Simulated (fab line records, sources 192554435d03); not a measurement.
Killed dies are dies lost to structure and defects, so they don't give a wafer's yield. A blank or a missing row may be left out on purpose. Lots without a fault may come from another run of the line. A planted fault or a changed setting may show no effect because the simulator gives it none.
fab line records | flow n5_finfet
record lots=24 wafers=72 last_day=19
route steps=1938 shown MOL_CONTACT_COAG@578 BEOL_M0_SAQP@633 BEOL_M0_CUTY@710 BEOL_M0@732
lots that met no fault: from a run of the same line without faults
start_h: hours from the record's first day to the start of the lot's first wafer shown | wait_h: hours since the lot's step before | " the same as in the row above | L1.1+2: a row that stands for several wafers | - no value, or no start given | * or withheld: withheld | < > ~ a bound
route shown NAME@n: a module of which the file shows steps, and the number in the route of the first | usual: mean/standard deviation of fault-free wafers | same: alike in all rows | chamber/n: place in a boat | sites: the reading at each site | _std_site: their standard deviation | _edge_site: outer sites' mean less inner sites' | radius_mm: how far each site lies from the wafer's centre | mask NAME#n: copy n | behind: the tool/chamber that last shaped the wafer | hold: why the lot was held/for how many hours/how that ended | device: the transistor (n, p or np) that didn't switch | end of line: the same wafers' tests at the end of the route | a step without rows: its recipe alone | killed: dies lost to structure and defects at the first sort, not the wafer's yield | map: a wafer's dies, x killed, . not, _ none there
set.NAME: the setting as run; set.NAME@STEP: as run at that earlier step | model.NAME: the simulator's own value behind a step, which no gauge read
steps of the route over a sample of lots; a table a step, a row a wafer
services: from which hour (start_h, from the record's first day; less than 0 if before it) a tool's chamber was out of use, for how many hours, and why
## steps
# step N5_MOL_CONTACT_COAG_ETCH_90
# recipe chemistry=CF4 target=SiARC target_depth_a=130 mask_material=CAR-EUV time_s=21.7 ion_energy_ev=80 pressure_mtorr=40 source_w=545 bias_w=36 Ar_flow_sccm=100 cf4_flow_sccm=100 ends=cleared
# usual drypump_motor_current_A=5.9/0.47 etch_rf_on_time_s=22.1/0.51 oes_product_au=0.66/0.082 rf_vpp_V=183.8/1.3 showerhead_plenum_p_Torr=2.12/0.065 throttle_valve_pct=15.6/0.31
# columns lot.wafer tool chamber start_h wait_h drypump_motor_current_A etch_rf_on_time_s oes_product_au rf_hours_counter_h rf_vpp_V showerhead_plenum_p_Torr throttle_valve_pct
L074.1 rie_diel-01 2 100.90 0.0 6.6 21.6 0.66 128 181.5 2.07 15.9
L074.3 " 3 " " 5.9 21.3 0.85 - 184.5 2.11 15.1
L074.6 " 3 " " 5.9 21.1 0.86 - 184.2 2.11 15.1
L075.2 rie_diel-01 1 114.79 0.0 5.8 21.2 0.82 5 183.4 2.10 15.5
L075.4 " 2 " " 6.5 21.3 0.67 134 183.2 2.07 15.9
L075.6 " 0 " " 6.4 22.0 0.63 - 185.3 2.23 15.9
L076.1 rie_diel-04 3 116.94 0.0 5.2 22.2 0.61 211 183.4 2.03 15.5
L076.4 " 1 " " 6.4 23.4 0.57 - 185.6 2.19 15.6
L076.5 " 3 " " 5.2 22.4 0.60 - 180.7 2.03 15.5
L077.1 rie_diel-04 1 117.73 0.0 6.4 23.4 0.57 233 184.8 2.19 15.6
L077.4 " 3 " " 5.2 22.3 0.60 - 182.1 2.03 15.5
L077.5 " 1 " " 6.4 23.3 0.57 - 185.3 2.19 15.6
L078.1 rie_diel-04 0 123.63 0.0 6.0 21.8 0.66 110 185.7 2.16 15.9
L078.3 " 1 " " 6.4 23.3 0.57 236 184.6 2.19 15.6
L078.4 " 3 " " 5.2 22.2 0.61 - 182.0 2.03 15.5
L079.1 rie_diel-01 0 133.32 0.0 6.4 22.1 0.62 175 184.4 2.23 15.9
L079.4 " 1 " " 5.8 21.5 0.79 12 185.3 2.10 15.5
L079.6 " 1 " " 5.8 21.5 0.79 - 183.5 2.09 15.5
L080.1 rie_diel-03 0 137.22 0.0 5.6 22.3 0.60 210 183.2 2.04 15.6
L080.4 " 1 " " 5.2 22.0 0.59 237 183.6 2.19 15.6
L080.6 " 1 " " 5.2 22.0 0.59 - 184.2 2.19 15.6
L081.1 rie_diel-01 0 145.07 0.0 6.5 22.6 0.61 178 185.1 2.22 15.9
L081.3 " 2 " " 6.6 22.2 0.64 144 182.2 2.06 16.0
L081.4 " 1 " " 5.8 21.8 0.79 14 184.1 2.09 15.5
L082.3 rie_diel-04 0 155.17 0.0 6.0 22.2 0.65 124 184.7 2.15 16.0
L082.4 " 3 " " 5.2 22.5 0.60 - 183.8 2.03 15.5
L082.6 " 1 " " 6.4 23.3 0.56 - 185.8 2.18 15.7
L083.2 rie_diel-04 1 155.52 0.0 6.4 23.1 0.56 250 184.6 2.18 15.7
L083.4 " 3 " " 5.2 22.1 0.59 - 184.1 2.03 15.5
L083.6 " 1 " " 6.4 23.2 0.56 - 185.4 2.18 15.6
L084.1 rie_diel-01 0 163.93 0.0 6.4 22.4 0.61 184 184.9 2.22 15.9
L084.4 " 3 " " 6.0 21.4 0.79 27 182.1 2.10 15.1
L084.6 " 2 " " 6.5 21.9 0.65 - 182.8 2.06 16.0
L085.2 rie_diel-03 2 175.80 0.0 5.3 21.8 0.67 118 183.2 2.07 15.3
L085.3 " 3 " " 6.5 22.0 0.62 204 184.6 2.20 15.6
L085.4 " 1 " " 5.2 22.3 0.58 248 185.3 2.19 15.7
L086.1 rie_diel-04 2 178.41 0.0 5.6 22.2 0.61 184 182.4 2.05 15.9
L086.5 " 2 " " 5.6 22.1 0.62 - 183.4 2.05 15.9
L086.6 " 0 " " 6.0 22.1 0.65 - 185.6 2.15 16.0
L087.1 rie_diel-01 3 184.08 0.0 5.9 21.6 0.78 33 184.6 2.10 15.1
L087.2 " 2 " " 6.6 22.1 0.64 155 184.1 2.06 16.0
L087.5 " 3 " " 6.0 21.6 0.78 - 183.5 2.10 15.1
L088.1 rie_diel-01 2 187.80 0.0 6.5 21.8 0.64 156 183.9 2.06 16.0
L088.3 " 3 " " 5.8 21.2 0.78 34 183.9 2.10 15.1
L088.6 " 2 " " 6.6 21.8 0.64 - 183.5 2.06 16.0
L089.2 rie_diel-04 0 192.14 0.0 6.0 22.0 0.65 136 185.4 2.15 16.0
L089.3 " 3 " " 5.2 22.3 0.58 241 183.9 2.02 15.5
L089.6 " 3 " " 5.2 22.2 0.59 - 182.0 2.02 15.5
L090.3 rie_diel-04 2 199.47 0.0 5.6 21.8 0.61 191 182.5 2.05 15.9
L090.4 " 0 " " 6.0 22.2 0.64 139 183.8 2.15 16.0
L090.5 " 3 " " 5.2 22.5 0.58 - 182.3 2.02 15.6
L091.1 rie_diel-04 2 200.26 0.0 5.6 22.0 0.60 191 180.0 2.05 15.9
L091.2 " 3 " " 5.2 22.5 0.58 244 184.2 2.02 15.5
L091.6 " 2 " " 5.6 22.0 0.60 - 182.3 2.05 15.9
L092.1 rie_diel-01 3 210.34 0.0 6.0 21.3 0.77 44 183.1 2.09 15.2
L092.2 " 0 " " 6.5 22.4 0.60 202 185.8 2.22 16.0
L092.6 " 3 " " 5.9 21.2 0.76 - 183.6 2.10 15.2
L093.1 rie_diel-04 0 216.82 0.0 6.0 22.0 0.63 146 185.1 2.14 16.0
L093.4 " 1 " " 6.4 22.2 0.76 15 184.0 2.18 15.2
L093.6 " 1 " " 6.4 22.3 0.76 - 183.8 2.18 15.2
L094.1 rie_diel-01 2 221.91 0.0 6.6 21.8 0.64 164 182.4 2.06 16.0
L094.2 " 0 " " 6.4 22.0 0.61 206 184.8 2.21 16.0
L094.5 " 1 " " 5.7 21.4 0.75 - 183.3 2.09 15.6
L095.2 rie_diel-04 0 227.44 0.0 6.0 22.1 0.64 151 183.7 2.14 16.0
L095.5 " 1 " " 6.4 22.3 0.77 - 187.1 2.18 15.2
L095.6 " 2 " " 5.6 22.3 0.60 - 183.2 2.05 15.9
L096.2 rie_diel-03 1 238.36 0.0 5.2 22.2 0.78 15 186.2 2.18 15.2
L096.4 " 3 " " 6.5 22.4 0.59 - 184.9 2.20 15.7
L096.5 " 2 " " 5.3 22.1 0.64 - 182.7 2.06 15.4
L097.2 rie_diel-04 0 239.31 0.0 6.0 22.3 0.62 157 183.8 2.14 16.0
L097.3 " 1 " " 6.4 22.6 0.74 26 185.1 2.18 15.2
L097.6 " 1 " " 6.4 22.5 0.75 - 185.2 2.18 15.2
# step N5_MOL_CONTACT_COAG_ETCH_91
# recipe chemistry=N2/H2 target=SOC target_depth_a=600 overetch_a=210 mask_material=SiARC temp_c=40 time_s=101.2 ion_energy_ev=200 pressure_mtorr=30 source_w=840 bias_w=150 n2_flow_sccm=200 h2_flow_sccm=200
# usual drypump_motor_current_A=5.9/0.48 oes_product_au=0.66/0.076 rf_vpp_V=523.1/2.4 showerhead_plenum_p_Torr=2.51/0.083 throttle_valve_pct=17.8/0.33
# columns lot.wafer tool chamber start_h wait_h drypump_motor_current_A oes_product_au rf_hours_counter_h rf_vpp_V showerhead_plenum_p_Torr throttle_valve_pct
L074.1 rie_diel-04 2 101.22 0.0 5.6 0.62 169 520.8 2.43 18.0
L074.3 " 3 " " 5.2 0.61 205 519.7 2.41 17.6
L074.6 " 1 " " 6.4 0.58 - 526.6 2.62 17.9
L075.2 rie_diel-01 0 115.64 0.0 6.4 0.62 169 526.9 2.63 18.0
L075.4 " 1 " " 5.7 0.79 5 521.4 2.50 17.7
L075.6 " 0 " " 6.4 0.62 - 526.0 2.63 18.0
L076.1 rie_diel-01 1 117.36 0.0 5.7 0.80 6 522.0 2.50 17.7
L076.4 " 2 " " 6.5 0.65 135 519.7 2.44 18.3
L076.5 " 1 " " 5.7 0.79 - 522.4 2.50 17.7
L077.1 rie_diel-04 3 118.03 0.0 5.2 0.60 211 519.0 2.40 17.6
L077.4 " 3 " " 5.2 0.60 - 521.3 2.40 17.6
L077.5 " 1 " " 6.4 0.58 - 525.4 2.62 17.9
L078.1 rie_diel-03 1 123.92 0.0 5.2 0.59 234 526.2 2.62 17.9
L078.3 " 3 " " 6.5 0.62 188 526.5 2.64 17.9
L078.4 " 2 " " 5.3 0.67 103 522.1 2.46 17.5
L079.1 rie_diel-01 0 133.64 0.0 6.4 0.62 175 527.2 2.62 18.0
L079.4 " 3 " " 6.0 0.80 17 522.2 2.47 17.2
L079.6 " 1 " " 5.8 0.77 - 521.6 2.49 17.7
L080.1 rie_diel-04 0 137.64 0.0 6.0 0.65 116 524.6 2.56 18.2
L080.4 " 3 " " 5.2 0.59 - 520.5 2.40 17.6
L080.6 " 0 " " 6.0 0.65 - 524.0 2.56 18.2
L081.1 rie_diel-01 0 145.38 0.0 6.5 0.62 178 528.3 2.62 18.0
L081.3 " 3 " " 6.0 0.79 21 521.9 2.47 17.2
L081.4 " 1 " " 5.8 0.77 15 523.0 2.49 17.7
L082.3 rie_diel-01 1 155.47 0.0 5.8 0.77 17 523.2 2.49 17.7
L082.4 " 2 " " 6.6 0.64 148 522.3 2.44 18.3
L082.6 " 2 " " 6.6 0.64 - 521.4 2.44 18.3
L083.2 rie_diel-04 3 157.14 0.0 5.2 0.59 228 517.9 2.40 17.6
L083.4 " 3 " " 5.2 0.59 - 520.7 2.40 17.6
L083.6 " 0 " " 6.0 0.64 - 524.3 2.55 18.2
L084.1 rie_diel-01 3 164.23 0.0 5.9 0.78 27 522.2 2.47 17.2
L084.4 " 2 " " 6.6 0.64 150 520.5 2.44 18.3
L084.6 " 3 " " 5.9 0.77 - 522.6 2.47 17.2
L085.2 rie_diel-04 0 176.53 0.0 6.0 0.64 131 524.6 2.55 18.3
L085.3 " 2 " " 5.6 0.61 183 519.8 2.42 18.1
L085.4 " 0 " " 6.0 0.64 - 524.8 2.55 18.2
L086.1 rie_diel-04 3 179.61 0.0 5.2 0.60 237 520.4 2.39 17.7
L086.5 " 1 " " 6.4 0.81 - 525.0 2.61 17.5
L086.6 " 2 " " 5.6 0.60 - 521.4 2.42 18.0
L087.1 rie_diel-04 3 185.23 0.0 5.2 0.59 239 521.3 2.39 17.7
L087.2 " 1 " " 6.4 0.80 2 527.0 2.61 17.5
L087.5 " 2 " " 5.6 0.61 - 520.1 2.42 18.1
L088.1 rie_diel-03 3 188.65 0.0 6.5 0.60 209 527.3 2.63 18.0
L088.3 " 0 " " 5.6 0.58 226 519.9 2.43 18.0
L088.6 " 3 " " 6.5 0.61 - 527.0 2.63 18.0
L089.2 rie_diel-01 0 192.61 0.0 6.4 0.60 194 525.8 2.62 18.0
L089.3 " 3 " " 5.9 0.76 35 522.6 2.46 17.2
L089.6 " 1 " " 5.8 0.75 - 522.1 2.49 17.8
L090.3 rie_diel-04 1 199.92 0.0 6.4 0.78 8 525.3 2.61 17.5
L090.4 " 2 " " 5.6 0.60 191 519.6 2.42 18.1
L090.5 " 0 " " 6.0 0.64 - 525.7 2.55 18.3
L091.1 rie_diel-01 1 200.73 0.0 5.8 0.74 34 521.7 2.48 17.8
L091.2 " 3 " " 5.9 0.75 40 521.7 2.46 17.2
L091.6 " 0 " " 6.4 0.60 - 526.7 2.61 18.0
L092.1 rie_diel-03 0 210.69 0.0 5.6 0.57 237 518.6 2.42 18.0
L092.2 " 3 " " 6.5 0.60 220 527.1 2.63 18.0
L092.6 " 2 " " 5.2 0.64 - 521.7 2.44 17.5
L093.1 rie_diel-01 0 217.16 0.0 6.4 0.60 205 526.2 2.61 18.0
L093.4 " 1 " " 5.8 0.73 39 522.2 2.48 17.8
L093.6 " 1 " " 5.8 0.73 - 521.7 2.48 17.8
L094.1 rie_diel-01 1 222.35 0.0 5.8 0.73 41 522.3 2.48 17.8
L094.2 " 3 " " 6.0 0.75 49 522.9 2.46 17.2
L094.5 " 0 " " 6.4 0.60 - 525.8 2.61 18.0
L095.2 rie_diel-03 0 227.78 0.0 5.6 0.56 246 520.0 2.42 18.0
L095.5 " 2 " " 5.3 0.63 - 521.9 2.44 17.5
L095.6 " 3 " " 6.5 0.60 - 525.5 2.63 18.0
L096.2 rie_diel-01 0 238.72 0.0 6.4 0.59 211 524.5 2.61 18.1
L096.4 " 1 " " 5.7 0.72 47 522.4 2.48 17.8
L096.5 " 0 " " 6.4 0.60 - 527.9 2.61 18.1
L097.2 rie_diel-03 2 239.61 0.0 5.3 0.64 148 520.6 2.44 17.5
L097.3 " 3 " " 6.5 0.59 228 524.9 2.62 18.0
L097.6 " 2 " " 5.3 0.62 - 520.5 2.44 17.5
# step N5_BEOL_M0_SAQP_ILD_DEP_01
# recipe material=SiOC target_thk_a=454.19 temp_c=350 precursor=DEMS/O2 pressure_torr=5 rf_w=500 time_s=8.7
# usual heater_power_w=496/70 showerhead_plenum_p_Torr=5.704/0.021 throttle_valve_pct=11.9/0.74
# columns lot.wafer tool chamber start_h wait_h heater_power_w showerhead_plenum_p_Torr throttle_valve_pct
L074.1 pecvd-01 0 108.98 0.0 499 5.699 11.3
L074.3 " 1 " " 402 5.728 13.3
L074.6 " 2 " " 485 5.705 10.9
L075.2 pecvd-02 0 121.70 0.0 431 5.699 12.4
L075.4 " 2 " " 555 5.713 11.8
L075.6 " 0 " " 422 5.703 12.4
L076.1 pecvd-01 1 124.70 0.0 446 5.737 13.2
L076.4 " 0 " " 512 5.685 11.1
L076.5 " 2 " " 497 5.709 11.1
L077.1 pecvd-02 0 124.70 0.0 417 5.694 12.1
L077.4 " 0 " " 436 5.696 12.2
L077.5 " 2 " " 587 5.703 12.1
L078.1 pecvd-01 2 130.00 0.0 536 5.703 11.1
L078.3 " 1 " " 364 5.743 13.3
L078.4 " 2 " " 542 5.713 11.0
L079.1 pecvd-04 1 139.61 0.0 478 5.671 11.4
L079.4 " 0 " " 517 5.703 12.5
L079.6 " 1 " " 470 5.668 11.3
L080.1 pecvd-01 0 143.88 0.0 544 5.694 11.2
L080.4 " 0 " " 552 5.696 11.4
L080.6 " 1 " " 420 5.751 13.3
L081.1 pecvd-01 0 151.79 0.0 485 5.702 11.4
L081.3 " 1 " " 378 5.741 12.8
L081.4 " 1 " " 376 5.738 13.3
L082.3 pecvd-04 2 162.04 0.0 613 5.706 11.1
L082.4 " 2 " " 615 5.695 11.6
L082.6 " 1 " " 486 5.664 11.5
L083.2 pecvd-04 1 165.06 0.0 468 5.666 11.3
L083.4 " 2 " " 631 5.702 11.2
L083.6 " 0 " " 478 5.719 12.3
L084.1 pecvd-01 0 170.34 0.0 442 5.707 11.2
L084.4 " 1 " " 437 5.728 13.2
L084.6 " 2 " " 493 5.698 11.0
L085.2 pecvd-02 2 182.42 0.0 580 5.698 11.9
L085.3 " 1 " " 445 5.683 11.4
L085.4 " 2 " " 574 5.717 12.1
L086.1 pecvd-01 2 187.11 0.0 504 5.714 10.9
L086.5 " 0 " " 475 5.700 11.6
L086.6 " 2 " " 498 5.711 11.0
L087.1 pecvd-04 1 191.67 0.0 466 5.674 11.5
L087.2 " 2 " " 620 5.712 11.9
L087.5 " 0 " " 541 5.703 12.4
L088.1 pecvd-01 0 195.93 0.0 528 5.715 11.4
L088.3 " 1 " " 446 5.751 13.2
L088.6 " 2 " " 488 5.716 11.3
L089.2 pecvd-04 0 199.08 0.0 434 5.715 12.5
L089.3 " 2 " " 622 5.714 11.2
L089.6 " 1 " " 506 5.661 11.4
L090.3 pecvd-04 0 206.03 0.0 525 5.698 12.9
L090.4 " 0 " " 528 5.702 12.5
L090.5 " 2 " " 620 5.709 11.6
L091.1 pecvd-01 0 209.03 0.0 450 5.700 11.7
L091.2 " 1 " " 373 5.739 13.1
L091.6 " 0 " " 436 5.684 11.2
L092.1 pecvd-01 0 217.15 0.0 533 5.700 11.6
L092.2 " 1 " " 408 5.736 13.5
L092.6 " 1 " " 410 5.728 13.2
L093.1 pecvd-02 0 223.21 0.0 448 5.726 12.4
L093.4 " 2 " " 518 5.704 11.9
L093.6 " 0 " " 440 5.701 12.1
L094.1 pecvd-04 1 228.80 0.0 473 5.667 11.3
L094.2 " 0 " " 512 5.713 12.5
L094.5 " 0 " " 517 5.725 12.3
L095.2 pecvd-04 0 233.68 0.0 504 5.702 12.7
L095.5 " 0 " " 497 5.718 12.3
L095.6 " 1 " " 493 5.671 11.4
L096.2 pecvd-04 0 244.84 0.0 509 5.702 12.5
L096.4 " 0 " " 509 5.698 12.5
L096.5 " 2 " " 676 5.706 11.4
L097.2 pecvd-02 0 247.84 0.0 423 5.691 12.4
L097.3 " 1 " " 484 5.667 11.2
L097.6 " 2 " " 580 5.710 12.2
# step N5_BEOL_M0_SAQP_DESCUM_19
# recipe chemistry=O2 time_s=7.9 source_power_w=50 bias_power_w=20 pressure_mtorr=20 rf_frequency_hz=2.712e+07 temp_c=40 resist=CAR-ArF o2_flow_sccm=225
# usual drypump_motor_current_A=5.8/0.46 oes_product_au=0.78/0.087 rf_vpp_V=243.2/1.4 showerhead_plenum_p_Torr=2.09/0.086 throttle_valve_pct=20.53/0.22
# columns lot.wafer tool chamber start_h wait_h drypump_motor_current_A oes_product_au rf_hours_counter_h rf_vpp_V showerhead_plenum_p_Torr throttle_valve_pct
L074.1 rie_diel-06 1 111.47 0.0 6.4 0.76 154 243.7 2.09 20.75
L074.3 " 3 " " 6.0 0.72 177 242.3 1.99 20.58
L074.6 " 2 " " 6.1 0.67 - 244.5 2.14 20.91
L075.2 rie_diel-05 1 123.10 0.0 5.6 0.70 206 242.3 2.16 20.47
L075.4 " 3 " " 5.1 0.73 185 243.8 2.09 20.22
L075.6 " 0 " " 5.8 0.70 - 242.4 2.05 20.60
L077.1 rie_diel-06 1 126.42 0.2 6.5 0.77 158 243.0 2.09 20.76
L077.4 " 0 " " 5.2 0.79 - 242.2 1.93 20.66
L077.5 " 1 " " 6.5 0.78 - 242.9 2.09 20.74
L076.1 rie_diel-02 2 126.75 0.3 5.3 0.84 99 242.7 2.03 20.44
L076.4 " 3 " " 5.2 0.94 23 244.7 2.12 20.59
L076.5 " 0 " " 6.1 0.70 - 245.4 2.14 20.09
L078.1 rie_diel-06 0 133.66 0.0 5.3 0.77 108 241.7 1.93 20.68
L078.3 " 1 " " 6.5 0.77 161 244.1 2.09 20.77
L078.4 " 1 " " 6.5 0.76 - 243.1 2.09 20.76
L079.1 rie_diel-05 3 140.91 0.0 5.1 0.73 189 243.5 2.09 20.22
L079.4 " 1 " " 5.6 0.69 210 245.0 2.16 20.47
L079.6 " 1 " " 5.7 0.69 - 245.1 2.16 20.48
L080.1 rie_diel-05 0 145.52 0.2 5.8 0.71 241 243.2 2.05 20.61
L080.4 " 3 " " 5.1 0.73 191 243.9 2.09 20.21
L080.6 " 2 " " 6.0 0.77 - 244.7 2.18 20.78
L081.1 rie_diel-02 3 152.82 0.1 5.3 0.93 30 243.6 2.12 20.60
L081.3 " 2 " " 5.3 0.83 106 242.9 2.03 20.46
L081.4 " 0 " " 6.1 0.69 239 244.4 2.13 20.09
L082.3 rie_diel-05 1 163.00 0.0 5.6 0.70 215 244.7 2.16 20.49
L082.4 " 3 " " 5.1 0.72 194 243.9 2.09 20.24
L082.6 " 2 " " 6.0 0.77 - 244.6 2.18 20.78
L083.2 rie_diel-05 1 167.75 0.2 5.6 0.69 216 244.4 2.16 20.49
L083.4 " 0 " " 5.8 0.69 246 243.7 2.05 20.62
L083.6 " 2 " " 6.0 0.76 - 243.3 2.18 20.79
L084.1 rie_diel-02 1 173.22 0.5 6.6 0.90 20 246.0 2.23 20.28
L084.4 " 0 " " 6.2 0.69 244 243.8 2.13 20.09
L084.6 " 2 " " 5.3 0.82 - 242.1 2.03 20.46
L085.2 rie_diel-02 3 184.06 0.0 5.2 0.90 37 243.3 2.12 20.59
L085.3 " 2 " " 5.3 0.82 113 242.8 2.02 20.47
L085.4 " 1 " " 6.6 0.89 22 245.3 2.23 20.28
L086.1 rie_diel-05 2 188.98 0.0 6.0 0.75 139 245.0 2.18 20.80
L086.5 " 3 " " 5.2 0.71 - 242.5 2.09 20.24
L086.6 " 1 " " 5.7 0.69 - 244.9 2.16 20.49
L087.1 rie_diel-06 0 193.14 0.0 5.3 0.76 125 239.4 1.93 20.69
L087.2 " 2 " " 6.1 0.93 15 243.5 2.14 20.55
L087.5 " 0 " " 5.3 0.77 - 240.5 1.93 20.69
L088.1 rie_diel-06 0 197.17 0.0 5.2 0.77 127 241.3 1.93 20.69
L088.3 " 3 " " 6.0 0.70 203 241.8 1.98 20.62
L088.6 " 0 " " 5.2 0.76 - 242.0 1.93 20.71
L089.2 rie_diel-06 3 201.18 0.1 6.0 0.70 204 241.6 1.98 20.62
L089.3 " 0 " " 5.3 0.75 129 240.7 1.93 20.69
L089.6 " 0 " " 5.3 0.76 - 242.1 1.93 20.71
L090.3 rie_diel-05 0 207.29 0.0 5.7 1.00 1 242.9 2.05 20.28
L090.4 " 3 " " 5.1 0.71 211 242.0 2.09 20.26
L090.5 " 1 " " 5.7 0.67 - 244.9 2.15 20.50
L091.1 rie_diel-06 0 210.67 0.2 5.2 0.77 133 239.5 1.92 20.70
L091.2 " 1 " " 6.5 0.75 181 244.0 2.08 20.79
L091.6 " 0 " " 5.2 0.76 - 239.9 1.92 20.71
L092.1 rie_diel-02 2 218.45 0.0 5.3 0.80 128 241.9 2.02 20.48
L092.2 " 1 " " 6.6 0.86 36 245.4 2.22 20.31
L092.6 " 3 " " 5.2 0.88 - 242.2 2.11 20.64
L093.1 rie_diel-05 0 224.71 0.0 5.8 0.97 6 243.3 2.05 20.30
L093.4 " 2 " " 6.0 0.75 153 244.2 2.17 20.81
L093.6 " 0 " " 5.8 0.97 - 242.6 2.05 20.29
L094.1 rie_diel-05 0 232.05 0.0 5.8 0.97 9 241.6 2.05 20.29
L094.2 " 1 " " 5.6 0.68 239 245.0 2.15 20.51
L094.5 " 2 " " 6.0 0.75 - 244.0 2.17 20.81
L095.2 rie_diel-02 2 235.49 0.3 5.3 0.79 133 241.5 2.02 20.48
L095.5 " 2 " " 5.3 0.79 - 241.5 2.02 20.49
L095.6 " 3 " " 5.2 0.86 - 243.3 2.11 20.63
L096.2 rie_diel-06 3 245.88 0.0 6.0 0.69 219 242.1 1.98 20.66
L096.4 " 0 " " 5.2 0.73 146 238.9 1.92 20.73
L096.5 " 3 " " 6.0 0.69 - 240.5 1.98 20.64
L097.2 rie_diel-02 2 249.21 0.1 5.3 0.79 139 241.8 2.02 20.51
L097.3 " 3 " " 5.2 0.87 62 242.3 2.11 20.65
L097.6 " 1 " " 6.5 0.85 - 243.2 2.22 20.31
# step N5_BEOL_M0_CUTY_INSPECT_59
# recipe mode=adi inspect_instrument=macro
# usual raw_defect_count=1.9/1.4
# columns lot.wafer tool chamber start_h wait_h raw_defect_count
L074.1 defect_inspect-02 - 117.07 0.0 0
L074.3 " - " " 1
L074.6 " - " " 2
L075.2 defect_inspect-02 - 129.09 0.0 1
L075.4 " - " " 1
L075.6 " - " " 1
L077.1 defect_inspect-01 - 132.34 0.0 6
L077.4 " - " " 2
L077.5 " - " " 0
L076.1 defect_inspect-01 - 132.74 0.0 4
L076.4 " - " " 1
L076.5 " - " " 3
L078.1 defect_inspect-02 - 139.45 0.0 1
L078.3 " - " " 2
L078.4 " - " " 3
L079.1 defect_inspect-02 - 147.46 0.0 1
L079.4 " - " " 2
L079.6 " - " " 2
L080.1 defect_inspect-02 - 151.11 0.0 1
L080.4 " - " " 2
L080.6 " - " " 4
L081.1 defect_inspect-01 - 158.19 0.0 1
L081.3 " - " " 1
L081.4 " - " " 6
L082.3 defect_inspect-02 - 168.18 0.0 1
L082.4 " - " " 1
L082.6 " - " " 1
L083.2 defect_inspect-02 - 173.66 0.0 0
L083.4 " - " " 2
L083.6 " - " " 2
L084.1 defect_inspect-01 - 180.62 0.0 2
L084.4 " - " " 0
L084.6 " - " " 3
L085.2 defect_inspect-02 - 190.40 0.0 1
L085.3 " - " " 0
L085.4 " - " " 1
L086.1 defect_inspect-01 - 194.96 0.0 0
L086.5 " - " " 3
L086.6 " - " " 0
L087.1 defect_inspect-02 - 199.73 0.0 4
L087.2 " - " " 1
L087.5 " - " " 1
L088.1 defect_inspect-02 - 202.82 0.0 1
L088.3 " - " " 1
L088.6 " - " " 2
L089.2 defect_inspect-01 - 207.22 0.0 2
L089.3 " - " " 1
L089.6 " - " " 4
L090.3 defect_inspect-01 - 213.18 0.0 2
L090.4 " - " " 2
L090.5 " - " " 1
L091.1 defect_inspect-02 - 215.93 0.0 2
L091.2 " - " " 3
L091.6 " - " " 2
L092.1 defect_inspect-02 - 224.60 0.0 3
L092.2 " - " " 2
L092.6 " - " " 3
L093.1 defect_inspect-01 - 230.83 0.0 4
L093.4 " - " " 4
L093.6 " - " " 2
L094.1 defect_inspect-02 - 240.33 0.0 3
L094.2 " - " " 1
L094.5 " - " " 2
L095.2 defect_inspect-01 - 242.52 0.0 2
L095.5 " - " " 1
L095.6 " - " " 2
L096.2 defect_inspect-02 - 252.05 0.0 1
L096.4 " - " " 2
L096.5 " - " " 3
L097.2 defect_inspect-02 - 254.50 0.0 4
L097.3 " - " " 2
L097.6 " - " " 1
# step N5_BEOL_M0_SURFACE_TREAT_137
# recipe gas=Ar time_s=* ion_energy_ev=* ion_current_ma_cm2=0.5 pressure_mtorr=* ar_flow_sccm=30
# usual throttle_valve_pct=*
# columns lot.wafer tool chamber start_h wait_h throttle_valve_pct
L074.1 pvd_sputter-03 - 119.67 0.1 *
L074.3 " - " " *
L074.6 " - " " *
L075.2 pvd_sputter-03 - 133.72 0.2 *
L075.4 " - " " *
L075.6 " - " " *
L077.1 pvd_sputter-03 - 134.55 0.5 *
L077.4 " - " " *
L077.5 " - " " *
L076.1 pvd_sputter-01 - 139.07 0.2 *
L076.4 " - " " *
L076.5 " - " " *
L078.1 pvd_sputter-01 - 143.23 0.2 *
L078.3 " - " " *
L078.4 " - " " *
L079.1 pvd_sputter-02 - 151.94 0.2 *
L079.4 " - " " *
L079.6 " - " " *
L080.1 pvd_sputter-02 - 154.67 0.1 *
L080.4 " - " " *
L080.6 " - " " *
L081.1 pvd_sputter-02 - 162.09 0.1 *
L081.3 " - " " *
L081.4 " - " " *
L082.3 pvd_sputter-03 - 172.56 0.1 *
L082.4 " - " " *
L082.6 " - " " *
L083.2 pvd_sputter-02 - 179.55 0.1 *
L083.4 " - " " *
L083.6 " - " " *
L084.1 pvd_sputter-03 - 183.30 0.3 *
L084.4 " - " " *
L084.6 " - " " *
L085.2 pvd_sputter-03 - 193.70 0.2 *
L085.3 " - " " *
L085.4 " - " " *
L086.1 pvd_sputter-03 - 198.78 0.2 *
L086.5 " - " " *
L086.6 " - " " *
L087.1 pvd_sputter-01 - 202.83 0.2 *
L087.2 " - " " *
L087.5 " - " " *
L088.1 pvd_sputter-02 - 208.36 1.7 *
L088.3 " - " " *
L088.6 " - " " *
L089.2 pvd_sputter-02 - 211.08 0.2 *
L089.3 " - " " *
L089.6 " - " " *
L090.3 pvd_sputter-02 - 219.93 0.2 *
L090.4 " - " " *
L090.5 " - " " *
L091.1 pvd_sputter-02 - 221.15 0.2 *
L091.2 " - " " *
L091.6 " - " " *
L092.1 pvd_sputter-01 - 228.33 0.2 *
L092.2 " - " " *
L092.6 " - " " *
L093.1 pvd_sputter-01 - 234.07 0.3 *
L093.4 " - " " *
L093.6 " - " " *
L094.1 pvd_sputter-03 - 244.21 0.1 *
L094.2 " - " " *
L094.5 " - " " *
L095.2 pvd_sputter-02 - 248.61 0.2 *
L095.5 " - " " *
L095.6 " - " " *
L096.2 pvd_sputter-02 - 261.68 0.1 *
L096.4 " - " " *
L096.5 " - " " *
L097.2 pvd_sputter-02 - 262.48 0.5 *
L097.3 " - " " *
L097.6 " - " " *
## services
# columns tool chamber start_h hours kind
rie_diel-03 3 86.91 5.4 repair
pvd_sputter-03 - 89.04 0.6 repair
rie_diel-01 1 89.16 - clean
rie_diel-01 1 89.16 - consumable_replace:focus_ring
rie_diel-01 0 100.51 13.7 repair
rie_diel-04 2 110.41 45.9 repair
rie_diel-04 - 115.75 0.4 repair
rie_diel-06 0 117.80 3.6 repair
pecvd-02 0 125.05 9.5 repair
rie_diel-02 - 145.67 1.1 repair
rie_diel-04 0 159.67 9.2 repair
pecvd-01 - 164.40 1.5 repair
rie_diel-04 3 166.89 6.3 repair
rie_diel-06 3 177.16 1.4 repair
rie_diel-06 1 192.14 6.6 repair
pecvd-01 - 195.97 1.0 repair
rie_diel-01 2 196.01 16.2 repair
rie_diel-06 3 210.04 5.9 repair
rie_diel-05 - 215.11 2.8 pm
pecvd-01 - 227.82 5.1 repair
pvd_sputter-02 - 228.43 5.9 repair
rie_diel-01 0 236.26 2.0 repair
rie_diel-01 1 242.72 9.3 repair
rie_diel-03 1 252.93 10.3 repair
## key
fault none
